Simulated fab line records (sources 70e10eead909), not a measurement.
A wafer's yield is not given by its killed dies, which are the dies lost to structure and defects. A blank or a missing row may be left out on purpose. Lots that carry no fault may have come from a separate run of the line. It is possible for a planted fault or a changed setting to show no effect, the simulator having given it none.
Problem report in the 8D (eight disciplines) form, filled by code    flow nand harc    the parts of the form that need people (team, actions taken, sign-off) are left out

## 1. THE PROBLEM
Wafers without a fault read 48.1 s, standard deviation 0.39; run length s at NHARC_A_WL_FILL_ETCHBACK_17 reads a mean of 38.5 s on 6 wafers belonging to 2 lots. Relative to the usual mean, that is a shift of -25 standard deviations.
The step: etches the open film in Cl2/BCl3, target depth 4 nm, time 26.7 s.
Earliest sighting: wafer L519.1 on rie metal-02 at day 18 14:40. The record has a number at this step for 36 wafers belonging to 12 lots. The rule behind "out" and "out of limits": a value lying over 4 standard deviations away from the usual mean. All remaining wafers that have a number are taken as sound.

## 2. WHAT IT IS, AND WHAT IT ISN'T
question                     is                      is not
which readings at this step  run length s            drypump motor current A
which lots                   L519, L523              L509, L510, L511, L512, L513, L516, L526, L530, L531, L532
which wafers of those lots   all that have a number  -
read on which tools          rie metal-02            rie metal-01, rie metal-03
when                         from day 18 14:40       up to then (18 sound wafers); but 12 sound wafers of L526, L530, L531, L532 came after

## 3. SUSPECTS, AND WHAT RULES EACH OUT
Counting: a tool at any process step up to the reading remains a suspect when it ran all the lots that are out and ran no sound lot after the first of those.
- rie metal-03 at NHARC_A_WL_FILL_ETCHBACK_05 (etches the open film in Cl2/BCl3, target depth 22 nm, time 60 s): ruled out as a lasting fault. The sound lots L532 went through it after L519, its earliest lot that is out (day 18 04:17).
- rie metal-02 at NHARC_A_WL_FILL_ETCHBACK_17 (etches the open film in Cl2/BCl3, target depth 4 nm, time 26.7 s): kept. It ran every lot that is out, first L519 (day 18 14:40), and no sound lot after that; its last sound lot up to then is L512 (day 16 07:38). Out on those wafers are its own readings of run length s.
The count leaves rie metal-02 at NHARC_A_WL_FILL_ETCHBACK_17.

## 4. THE CAUSE (what the simulator had put in)
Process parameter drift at NHARC_A_WL_FILL_ETCHBACK_17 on rie metal-02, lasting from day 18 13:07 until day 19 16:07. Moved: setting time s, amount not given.
Only this tool survived the counting.

## 5. THE EFFECT CHAIN, in route order
Each row: a reading whose mean over the struck wafers that have a number lies more than 3 standard deviations from the usual. Readings are gone through only where the record gives a usual standard deviation; hours: the median, over the lots, of the time from a lot's start at the first step in this table giving one to that lot's start at this step; sigmas: the change measured in usual standard deviations.
hours  step                         reading       usual   on struck wafers  change  sigmas
0      NHARC_A_WL_FILL_ETCHBACK_17  run length s  48.1 s  38.5              -9.6    -25
Here are the process steps it includes:
- NHARC_A_WL_FILL_ETCHBACK_17: etches the open film in Cl2/BCl3, target depth 4 nm, time 26.7 s.

## 6. WHAT WOULD HAVE CAUGHT IT SOONER
In this record the first reading out of limits was taken at day 18 14:40, 2 hours after the fault began at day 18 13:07.
